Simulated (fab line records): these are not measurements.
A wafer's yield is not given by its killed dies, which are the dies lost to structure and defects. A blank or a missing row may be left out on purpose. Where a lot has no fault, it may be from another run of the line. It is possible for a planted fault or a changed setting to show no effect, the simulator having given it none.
The tool behind it: which one? + flow n5-finfet + 13 lots, 38 wafers sampled, at 3 steps of a route of 1938

## WHAT EACH GAUGE READ, for each wafer
N5_FIN_CUT_CD_MEAS_08 targets a cd of 29.1 nm.
| lot  | measured    | on        | cd-nm (nm)        |
|------|-------------|-----------|-------------------|
| L548 | day 2 03:31 | cd-sem-01 | 29.07 29.07 29.02 |
| L549 | day 2 10:41 | cd-sem-02 | 29.03 28.89 29.03 |
| L550 | day 2 14:13 | cd-sem-01 | 28.67 28.84 29.08 |
| L551 | day 2 20:39 | cd-sem-02 | 29.02 29.41 28.82 |
| L552 | day 3 02:20 | cd-sem-03 | 29.17 28.97 29.17 |
| L553 | day 3 09:39 | cd-sem-02 | 29.20 28.98       |
| L563 | day 5 21:31 | cd-sem-03 | 29.02 28.98 29.03 |
| L565 | day 6 09:35 | cd-sem-02 | 29.19 29.33 29.08 |
| L566 | day 6 15:49 | cd-sem-01 | 28.91 29.20 28.95 |
| L567 | day 6 20:58 | cd-sem-01 | 29.00 29.19 28.68 |
| L568 | day 7 02:56 | cd-sem-02 | 29.02 29.08 29.17 |
| L569 | day 7 09:17 | cd-sem-01 | 28.96 28.74 28.86 |
| L571 | day 7 20:08 | cd-sem-02 | 29.13 29.25 29.43 |

N5_FIN_CUT_OVL_MEAS_09.
| lot  | measured    | on         | FIN_CUT_OVL (nm) |
|------|-------------|------------|------------------|
| L548 | day 2 03:32 | overlay-02 | 0.1 -0.9 -0.6    |
| L549 | day 2 10:43 | overlay-02 | -0.4 0.3 -0.2    |
| L550 | day 2 14:15 | overlay-01 | -0.3 -0.2 -0.1   |
| L551 | day 2 20:41 | overlay-02 | -0.2 0.2 -0.6    |
| L552 | day 3 02:22 | overlay-01 | -1.0 -0.5 -0.3   |
| L553 | day 3 09:42 | overlay-02 | 0.6 -1.2         |
| L563 | day 5 21:33 | overlay-02 | 0.0 0.3 0.3      |
| L565 | day 6 09:37 | overlay-02 | -0.6 -1.7 -0.9   |
| L566 | day 6 15:52 | overlay-01 | -0.3 -1.3 -0.3   |
| L567 | day 6 20:59 | overlay-01 | -0.3 0.5 0.3     |
| L568 | day 7 02:58 | overlay-01 | 1.0 -0.3 -0.6    |
| L569 | day 7 09:19 | overlay-02 | 0.0 -0.9 -0.4    |
| L571 | day 7 20:10 | overlay-02 | -0.4 0.3 0.9     |

## EACH LOT AND THE TOOL THAT RAN IT (in order: tool; ch and the chambers of the sampled wafers; start)
| lot  | N5_FIN_SAQP_HM_CD_35   |
|------|------------------------|
| L548 | cd-sem-01, day 2 02:42 |
| L549 | cd-sem-02, day 2 10:04 |
| L550 | cd-sem-01, day 2 13:28 |
| L551 | cd-sem-01, day 2 20:02 |
| L552 | cd-sem-01, day 3 01:43 |
| L553 | cd-sem-02, day 3 08:49 |
| L563 | cd-sem-03, day 5 20:53 |
| L565 | cd-sem-01, day 6 08:58 |
| L566 | cd-sem-03, day 6 15:12 |
| L567 | cd-sem-01, day 6 20:20 |
| L568 | cd-sem-03, day 7 02:19 |
| L569 | cd-sem-02, day 7 08:32 |
| L571 | cd-sem-03, day 7 19:31 |
- N5_FIN_SAQP_HM_CD_35: target cd 8 nm.

## AS READ BY THE TOOLS THEMSELVES (means over the sampled wafers that have a number; for cases with no such wafer, the mark the record gives instead)
N5_FIN_SAQP_HM_CD_35.
| lot  | tool      | cd-nm (nm) |
|------|-----------|------------|
| L548 | cd-sem-01 | 8.20       |
| L549 | cd-sem-02 | 8.11       |
| L550 | cd-sem-01 | 8.19       |
| L551 | cd-sem-01 | 8.07       |
| L552 | cd-sem-01 | 8.26       |
| L553 | cd-sem-02 | 8.05       |
| L563 | cd-sem-03 | 7.97       |
| L565 | cd-sem-01 | 8.11       |
| L566 | cd-sem-03 | 7.87       |
| L567 | cd-sem-01 | 8.34       |
| L568 | cd-sem-03 | 8.33       |
| L569 | cd-sem-02 | 7.90       |
| L571 | cd-sem-03 | 8.20       |

## THE ANSWER, worked out from the rows above alone
Rule: the usual values come from the lots themselves. Put in order of their means at a reading, lots are off if they are a third of the lots or fewer, leave a main group of 4 or more, and stand apart from it by a gap of 3 or more times the standard deviation of the main group's means; of several such gaps the widest counts. The tables above print the reading to a certain number of digits; a main group whose means all agree to those digits is not used. Also off: a lot with no number at a reading for which 4 or more lots have one. All remaining lots with rows at the step are treated as sound. After the gauges, taken in route order, come the tools' own readings; for these a lot's mean is taken, as printed above. At the first step where some lot is off, the reading lying furthest off is the one used; lots without a number count as furthest.
No lot is off at any reading shown: from this, nothing can be told.

## WHAT THE SIMULATOR HAD PUT IN
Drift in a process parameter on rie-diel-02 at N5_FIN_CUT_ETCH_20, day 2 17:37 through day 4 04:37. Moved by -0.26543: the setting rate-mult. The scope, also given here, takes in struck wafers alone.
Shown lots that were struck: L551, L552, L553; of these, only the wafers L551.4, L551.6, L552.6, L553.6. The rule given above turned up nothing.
